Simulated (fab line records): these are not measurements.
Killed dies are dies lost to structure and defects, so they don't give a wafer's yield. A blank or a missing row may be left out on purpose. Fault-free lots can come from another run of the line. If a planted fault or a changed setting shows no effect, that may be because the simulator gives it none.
fab line records	flow n5-finfet
[record] lots = 12	wafers = 33	last-day = 18
route steps=1938 shown SDB@363 PASSIVATION@1909
lots with no fault: from the same line, run without faults
start-h: hours from the record's opening day to when the first of the lot's shown wafers began	wait-h: hours elapsed since this lot's preceding step	" unchanged from the row above	L1.1+2: several wafers, shown together as one row	- either no value or no given start	* or withheld: withheld	< > ~ a bound
route shown NAME@n: NAME is a module with steps in the file, n the number in the route of the first one	usual: mean/standard deviation taken from wafers without a fault	same: alike in all rows	chamber/n: place in a boat	sites: each site's reading	_std_site: the values' standard deviation	_edge_site: mean of outer sites minus mean of inner sites	radius-mm: how far each site lies from the wafer's centre	mask NAME#n: copy n	behind: the last tool/chamber to shape the wafer	hold: reason for holding the lot/hours on hold/outcome of the hold	device: names the non-switching transistor (n, p or np)	end of line: tests of these same wafers at the route's end	a step with no rows: only its recipe	killed: at the first sort, the dies lost to defects and structure; wafer yield is something else	map: the dies of a wafer, with x for killed, . for not killed, _ for no die there
set.NAME: the setting as run; set.NAME@STEP: as run at that earlier step	model.NAME: the simulator's own value behind a step, which no gauge read
route steps across a sampled set of lots; one table per step, one row per wafer
services: a tool's chamber out of use, with start hour (start-h, from the record's first day; less than 0 if before it), hours out, and reason
[[steps]]
[step N5_SDB_STRIP_21]
[recipe] chemistry = CF4	resist = SiARC	power-w = 300	bias-power-w = 75	pressure-mtorr = 50	cf4-flow-sccm = 150	rf-frequency-hz = 6e+07
[usual] drypump-motor-current-A = 5.8/0.49	oes-product-au = 0.78/0.063	rf-vpp-V = 271.2/1.4	showerhead-plenum-p-Torr = 1.80/0.056	throttle-valve-pct = 13.52/0.21
lot.wafer	tool	chamber	start-h	wait-h	drypump-motor-current-A	oes-product-au	rf-hours-counter-h	rf-vpp-V	showerhead-plenum-p-Torr	throttle-valve-pct
L913.1	rie-diel-01	2	66.55	0.0	6.3	0.72	214	272.2	1.77	13.60
L913.5	"	0	"	"	5.7	0.77	-	271.8	1.82	13.51
L914.2	rie-diel-06	0	72.58	0.0	6.7	0.70	228	273.6	1.84	13.88
L914.3	"	2	"	"	5.9	0.80	89	271.6	1.87	13.48
L914.4	"	3	"	"	5.7	0.76	-	268.6	1.73	13.38
L916.3	rie-diel-02	2	84.53	0.0	5.1	0.91	18	269.7	1.77	13.14
L916.4	"	0	"	"	6.1	0.84	49	271.3	1.82	13.12
L916.6	"	2	"	"	5.0	0.91	-	269.2	1.77	13.16
L917.1	rie-diel-01	0	89.54	0.0	5.7	0.75	132	271.3	1.82	13.52
L917.4	"	3	"	"	5.3	0.89	30	270.2	1.76	13.28
L917.6	"	3	"	"	5.3	0.89	-	270.5	1.76	13.30
L918.1	rie-diel-06	0	96.72	0.0	6.7	0.69	237	271.7	1.84	13.90
L918.4	"	2	"	"	5.9	0.79	97	274.1	1.87	13.49
L919.1	rie-diel-02	2	106.72	0.0	5.1	0.89	26	270.0	1.77	13.16
L919.2	"	0	"	"	6.1	0.84	57	270.7	1.82	13.12
L919.3	"	1	"	"	5.5	0.71	190	273.8	1.87	13.62
L923.1	rie-diel-06	2	127.44	0.0	5.9	0.79	104	271.7	1.87	13.51
L923.2	"	3	"	"	5.6	0.75	130	270.4	1.73	13.42
L923.4	"	0	"	"	6.7	0.69	248	272.5	1.84	13.91
L924.1	rie-diel-06	2	137.47	0.0	5.9	0.79	108	272.5	1.87	13.52
L924.2	"	3	"	"	5.6	0.75	134	269.5	1.72	13.44
L924.3	"	1	"	"	5.2	0.76	118	273.2	1.88	13.78
L926.1	rie-diel-02	2	146.86	0.0	5.1	0.87	40	270.4	1.76	13.20
L926.3	"	3	"	"	5.2	0.73	182	273.1	1.85	13.98
L926.5	"	1	"	"	5.5	0.70	-	272.7	1.87	13.63
L927.1	rie-diel-06	3	147.85	0.0	5.6	0.74	138	269.1	1.72	13.44
L927.6	"	1	"	"	5.2	0.76	-	273.2	1.88	13.79
L932.2	rie-diel-06	1	182.86	0.0	5.2	0.75	135	272.6	1.88	13.84
L932.4	"	0	"	"	6.7	0.91	9	270.1	1.84	13.37
L932.6	"	2	"	"	5.9	0.77	-	274.2	1.86	13.56
L934.1	rie-diel-06	0	195.77	0.0	6.7	0.89	15	271.1	1.83	13.36
L934.5	"	3	"	"	5.7	0.73	-	268.7	1.72	13.47
L934.6	"	2	"	"	5.9	0.76	-	272.7	1.86	13.56
[step N5_PASSIVATION_AL_ETCH_33]
[recipe] chemistry = Cl2/BCl3	target-depth-a = 28000	over-etch-frac = 0.15	Cl2_flow_sccm = 180	bcl3-flow-sccm = 60	target = Al	stop-on = TaN	time-s = 466.7	ion-energy-ev = 100	pressure-mtorr = 10	icp-w = 900	bias-w = 100
[usual] bias-w = 100.0/0.31	drypump-motor-current-A = 5.74/0.23	oes-product-au = 0.71/0.061	throttle-valve-pct = 34.3/0.31
[same] over-etch-frac = 0.15
lot.wafer	tool	chamber	start-h	wait-h	bias-w	drypump-motor-current-A	oes-product-au	rf-hours-counter-h	throttle-valve-pct
L914.2	rie-metal-01	1	258.31	0.1	99.2	5.97	0.61	74	34.8
L914.3	"	1	"	"	99.8	6.01	0.63	-	34.8
L914.4	"	0	"	"	99.9	5.62	0.71	-	34.0
L913.1	rie-metal-02	1	271.54	0.1	100.3	5.96	0.79	14	34.0
L913.5	"	1	"	"	100.2	5.92	0.78	-	34.0
L916.3	rie-metal-02	1	275.22	0.2	99.7	5.98	0.78	-	33.9
L916.4	"	0	"	"	100.0	5.53	0.75	-	34.0
L916.6	"	0	"	"	100.3	5.54	0.74	-	33.9
L917.1	rie-metal-02	1	284.92	0.1	100.0	5.93	0.78	15	33.9
L917.4	"	1	"	"	99.7	5.94	0.78	-	34.0
L917.6	"	0	"	"	100.0	5.50	0.72	-	34.0
L918.1	rie-metal-03	1	292.49	0.1	99.7	6.07	0.64	66	34.4
L918.4	"	1	"	"	99.7	6.06	0.64	-	34.4
L919.1	rie-metal-02	1	308.67	0.1	100.2	5.92	0.76	17	34.0
L919.2	"	0	"	"	100.6	5.50	0.71	38	34.0
L919.3	"	0	"	"	99.9	5.57	0.72	-	34.0
L923.1	rie-metal-02	0	328.64	0.1	100.0	5.53	0.72	40	34.0
L923.2	"	1	"	"	100.6	5.94	0.76	18	34.0
L923.4	"	1	"	"	100.3	5.95	0.77	-	33.9
L924.1	rie-metal-03	0	334.10	0.1	100.4	5.49	0.78	12	34.5
L924.2	"	1	"	"	100.3	6.04	0.65	71	34.4
L924.3	"	0	"	"	99.5	5.52	0.78	-	34.5
L926.1	rie-metal-01	1	350.56	0.1	100.2	5.98	0.62	82	34.8
L926.3	"	1	"	"	100.2	5.98	0.62	-	34.8
L926.5	"	0	"	"	99.8	5.61	0.70	-	33.9
L927.1	rie-metal-03	0	356.62	0.1	100.0	5.49	0.77	15	34.5
L927.6	"	0	"	"	100.1	5.48	0.78	-	34.5
L932.2	rie-metal-02	1	390.11	0.1	99.9	5.94	0.75	21	34.0
L932.4	"	1	"	"	100.2	5.92	0.75	-	34.0
L932.6	"	1	"	"	100.0	5.94	0.76	-	34.0
L934.1	rie-metal-01	1	417.00	0.1	99.9	6.00	0.61	88	34.8
L934.5	"	1	"	"	100.0	6.00	0.61	-	34.8
L934.6	"	0	"	"	99.9	5.62	0.70	-	33.9
[step N5_PASSIVATION_PASS_ETCH_47]
[recipe] chemistry = CF4/O2	target = SiNx	target-depth-a = 7700	time-s = 385	ion-energy-ev = 100	pressure-mtorr = 40	source-w = 535	bias-w = 49	Ar_flow_sccm = 100	cf4-flow-sccm = 100	O2_flow_sccm = 10
[usual] bias-w = 49.00/0.14	drypump-motor-current-A = 5.7/0.53	oes-product-au = 0.77/0.076	rf-vpp-V = 240/7.5	showerhead-plenum-p-Torr = 2.20/0.064	throttle-valve-pct = 15.83/0.26
lot.wafer	tool	chamber	start-h	wait-h	bias-w	drypump-motor-current-A	oes-product-au	rf-hours-counter-h	rf-vpp-V	showerhead-plenum-p-Torr	throttle-valve-pct
L914.2	rie-diel-02	3	260.30	0.0	48.96	5.2	0.70	223	240	2.26	16.37
L914.3	"	2	"	"	48.89	5.1	0.83	83	228	2.14	15.57
L914.4	"	1	"	"	49.16	5.5	0.67	-	245	2.26	15.91
L913.1	rie-diel-01	2	273.97	0.0	49.18	6.3	0.90	27	229	2.16	15.49
L913.5	"	1	"	"	49.09	6.4	0.76	-	242	2.12	15.77
L916.3	rie-diel-02	3	276.90	0.0	48.96	5.1	0.70	231	240	2.26	16.40
L916.4	"	3	"	"	48.99	5.2	0.70	-	241	2.26	16.37
L916.6	"	0	"	"	49.09	6.1	0.78	-	240	2.23	15.57
L917.1	rie-diel-06	0	286.84	0.0	48.90	6.7	0.85	44	239	2.24	15.74
L917.4	"	2	"	"	49.32	5.9	0.75	158	248	2.29	15.96
L917.6	"	2	"	"	49.13	5.9	0.75	-	249	2.29	15.96
L918.1	rie-diel-02	1	294.51	0.0	48.62	5.5	0.97	1	248	2.26	15.47
L918.4	"	3	"	"	49.12	5.2	0.69	238	239	2.26	16.41
L919.1	rie-diel-02	1	310.35	0.0	48.73	5.5	0.94	7	247	2.26	15.46
L919.2	"	2	"	"	48.86	5.1	0.81	103	228	2.14	15.60
L919.3	"	3	"	"	49.16	5.2	0.69	244	239	2.26	16.41
L923.1	rie-diel-06	1	330.65	0.0	48.99	5.2	0.71	185	253	2.28	16.18
L923.2	"	2	"	"	48.95	5.9	0.74	172	250	2.29	15.99
L923.4	"	2	"	"	48.86	5.9	0.73	-	249	2.29	15.97
L924.1	rie-diel-02	1	335.81	0.0	49.10	5.5	0.91	16	246	2.26	15.49
L924.2	"	2	"	"	49.04	5.1	0.80	113	227	2.13	15.63
L924.3	"	0	"	"	49.07	6.1	0.76	133	241	2.22	15.62
L926.1	rie-diel-02	1	352.25	0.0	48.86	5.5	0.89	24	246	2.25	15.51
L926.3	"	2	"	"	49.03	5.1	0.79	122	227	2.13	15.64
L926.5	"	2	"	"	49.14	5.1	0.79	-	227	2.13	15.64
L927.1	rie-diel-01	0	358.89	0.0	48.92	5.7	0.69	229	240	2.20	15.97
L927.6	"	3	"	"	49.16	5.3	0.79	-	237	2.14	15.79
L932.2	rie-diel-06	3	391.96	0.0	48.99	5.6	0.69	219	245	2.10	15.89
L932.4	"	0	"	"	49.04	6.7	0.80	78	239	2.23	15.81
L932.6	"	3	"	"	49.03	5.6	0.70	-	247	2.10	15.89
L934.1	rie-diel-06	3	418.81	0.0	49.01	5.6	0.69	227	246	2.09	15.91
L934.5	"	0	"	"	49.01	6.7	0.80	-	237	2.23	15.82
L934.6	"	1	"	"	48.96	5.2	0.69	-	252	2.27	16.24
[step N5_PASSIVATION_PROBE_49]
[usual] defect-limited-yield = 91.4/1.5	killed_at_M0_to_M3 = 33/9.8	killed_at_M4_up = 14/5.5	killed-at-contacts = 12/6.5	killed-at-front-end = 38/11	killed-at-other = 3/3.1	killed-dies = 101/17	killed-open = 66/13	killed-short = 32/7.5	sort_bin_5_function = 5.0/1	sort_bin_6_memory = 3.2/0.69	sort-n-pass = 1079/17	sort-yield-pct = 91.4/1.5
[same] gross-dies = 1180	killed-at-back-side = 0	sort_bin_4_leakage[%] = 0	sort_bin_8_speed[%] = 0
lot.wafer	tool	chamber	start-h	wait-h	defect-limited-yield[%]	killed_at_M0_to_M3	killed_at_M4_up	killed-at-contacts	killed-at-front-end	killed-at-other	killed-dies	killed-open	killed-short	sort_bin_5_function[%]	sort_bin_6_memory[%]	sort-n-pass	sort-yield-pct[%]
L924.3	prober-01	-	338.92	0.1	90.8	31	18	19	39	1	108	72	34	5.1	3.8	1072	90.8
L926.1	prober-01	-	355.25	0.0	93.6	24	16	13	22	1	76	55	19	4.1	2.2	1104	93.6
L926.3	prober-01	-	355.35	0.1	93.7	34	6	5	27	2	74	44	28	3.6	2.5	1106	93.7
L926.5	prober-01	-	355.45	0.2	93.9	16	21	7	28	0	72	52	19	3.3	2.6	1108	93.9
L932.2	prober-01	-	395.02	0.1	87.0	35	13	9	89	7	153	61	36	6.4	4.2	1027	87.0
L932.4	prober-01	-	395.12	0.2	77.2	41	10	3	207	8	269	81	39	14.7	4.3	911	77.2
L932.6	prober-01	-	395.22	0.3	86.0	40	14	10	95	6	165	71	40	7.4	4.2	1015	86.0
L934.1	prober-01	-	421.86	0.0	77.7	34	19	25	181	4	263	71	37	14.0	4.2	917	77.7
L934.5	prober-01	-	422.06	0.2	78.8	22	20	25	177	6	250	63	31	13.1	3.6	930	78.8
L934.6	prober-01	-	422.11	0.3	89.3	27	9	13	77	0	126	53	25	6.5	2.6	1054	89.3
// killed by level:class
L924.3 MOL_CONTACT_COAG:geometric-particle:open=17 STI_FIN_REVEAL:geometric-particle:open=12 BEOL_M4:geometric-particle:open=10 BEOL_M0_SAQP:geometric-particle:short=7 BEOL_M1:geometric-particle:open=7 ILD0:geometric-particle:short=6 BEOL_M2:geometric-particle:open=6 BEOL_M0_SAQP:geometric-particle:open=5
L926.1 MOL_CONTACT_COAG:geometric-particle:open=10 BEOL_M4:geometric-particle:open=10 BEOL_M0_SAQP:geometric-particle:open=8 DUMMY_GATE:geometric-particle:open=5 STI_FIN_REVEAL:geometric-particle:open=4 BEOL_M0_SAQP:geometric-particle:short=4 BEOL_M1:geometric-particle:open=4 FIN_SAQP:geometric-particle:open=3
L926.3 BEOL_M0_SAQP:geometric-particle:short=13 BEOL_M0_SAQP:geometric-particle:open=8 FIN_SAQP:geometric-particle:open=6 FIN_SAQP:geometric-particle:short=5 STI_FIN_REVEAL:geometric-particle:open=5 MOL_CONTACT_COAG:geometric-particle:open=5 BEOL_M0:geometric-particle:open=4 ILD0:geometric-particle:open=3
L926.5 BEOL_M4:geometric-particle:open=9 FIN_SAQP:geometric-particle:short=6 STI_FIN_REVEAL:geometric-particle:open=6 MOL_CONTACT_COAG:geometric-particle:open=5 DUMMY_GATE:geometric-particle:open=4 BEOL_M1:geometric-particle:open=4 BEOL_M3:geometric-particle:open=4 BEOL_M5:geometric-particle:open=3
L932.2 SDB:unspecified=55 FIN_SAQP:geometric-particle:short=11 FIN_SAQP:geometric-particle:open=10 BEOL_M3:geometric-particle:open=10 BEOL_M0_SAQP:geometric-particle:short=7 BEOL_M2:geometric-particle:open=7 MOL_CONTACT_COAG:geometric-particle:open=6 STI_FIN_REVEAL:geometric-particle:open=5
L932.4 SDB:unspecified=148 FIN_SAQP:geometric-particle:open=28 BEOL_M0_SAQP:geometric-particle:short=11 BEOL_M3:geometric-particle:open=9 BEOL_M0_SAQP:geometric-particle:open=9 FIN_SAQP:geometric-particle:short=7 GATE_CUT:geometric-particle:short=7 MIM_TOP_ETCH:geometric-particle:short=5
L932.6 SDB:unspecified=52 BEOL_M0_SAQP:geometric-particle:short=13 FIN_SAQP:geometric-particle:open=10 BEOL_M2:geometric-particle:open=9 MOL_CONTACT_COAG:geometric-particle:open=7 BEOL_M0_SAQP:geometric-particle:open=7 FIN_SAQP:geometric-particle:short=6 STI_FIN_REVEAL:geometric-particle:open=5
L934.1 SDB:unspecified=150 MOL_CONTACT_COAG:geometric-particle:open=18 BEOL_M0_SAQP:geometric-particle:short=8 MOL_CONTACT_COAG:geometric-particle:short=7 BEOL_M4:geometric-particle:open=7 FIN_SAQP:geometric-particle:open=6 STI_FIN_REVEAL:geometric-particle:open=6 BEOL_M2:geometric-particle:open=6
L934.5 SDB:unspecified=151 MOL_CONTACT_COAG:geometric-particle:open=20 FIN_SAQP:geometric-particle:open=6 GATE_CUT:geometric-particle:short=5 MOL_CONTACT_COAG:geometric-particle:short=5 BEOL_M0_SAQP:geometric-particle:short=5 BEOL_M2:geometric-particle:open=4 BEOL_M3:geometric-particle:open=4
L934.6 SDB:unspecified=48 MOL_CONTACT_COAG:geometric-particle:open=11 FIN_SAQP:geometric-particle:open=10 BEOL_M0_SAQP:geometric-particle:short=9 BEOL_M0_SAQP:geometric-particle:open=6 BEOL_M4:geometric-particle:open=4 BEOL_M1:geometric-particle:open=4 FIN_SAQP:geometric-particle:short=3
[[services]]
tool	chamber	start-h	hours	kind
rie-diel-06	3	64.66	2.3	repair
rie-diel-06	1	65.05	7.5	repair
rie-metal-01	0	67.72	12.7	repair
rie-diel-02	-	69.83	0.6	repair
rie-diel-02	0	76.98	6.3	repair
rie-metal-03	-	88.78	2.8	pm
rie-diel-06	2	114.80	11.1	repair
rie-metal-02	-	170.58	0.4	repair
rie-diel-02	-	186.88	2.8	pm
rie-diel-01	3	202.68	8.3	repair
rie-diel-06	2	233.31	5.4	repair
rie-metal-01	-	274.15	2.8	pm
rie-diel-01	-	276.74	3.5	repair
rie-diel-01	3	280.83	10.1	repair
rie-metal-01	0	291.85	14.6	repair
rie-diel-02	0	301.45	6.4	repair
rie-diel-02	3	319.57	8.6	repair
rie-diel-06	3	327.78	5.0	repair
rie-metal-02	1	331.04	25.8	repair
rie-diel-06	0	341.21	4.4	repair
rie-diel-06	1	352.55	12.5	repair
rie-metal-02	-	379.44	0.2	repair
rie-diel-02	2	400.33	16.5	repair
rie-diel-06	1	405.91	1.3	repair
[[key]]
[first-sign] step = N5_PASSIVATION_PROBE_49	reading = killed-at-front-end	direction = up	sigmas = 8.7	usual = 38	struck = 138
[effect] step = N5_PASSIVATION_PROBE_49	reading = defect-limited-yield	direction = down	sigmas = 5.9	usual = 91.4	struck = 82.7
[more-kills-born-at] N5_SDB_STRIP_21@rie-diel-06 = 604
met-at N5_SDB_STRIP_21
struck-lots L932,L934
not-acting-at N5_PASSIVATION_AL_ETCH_33,N5_PASSIVATION_PASS_ETCH_47
onset-between 147.85 182.86
also-fits time
[fault] kind = chamber-particle-source	tool = rie-diel-06	chamber = -	onset-h = 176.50	steps = N5_SDB_STRIP_21	rate-per-visit-cm2 = 1.9721	end-h = 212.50
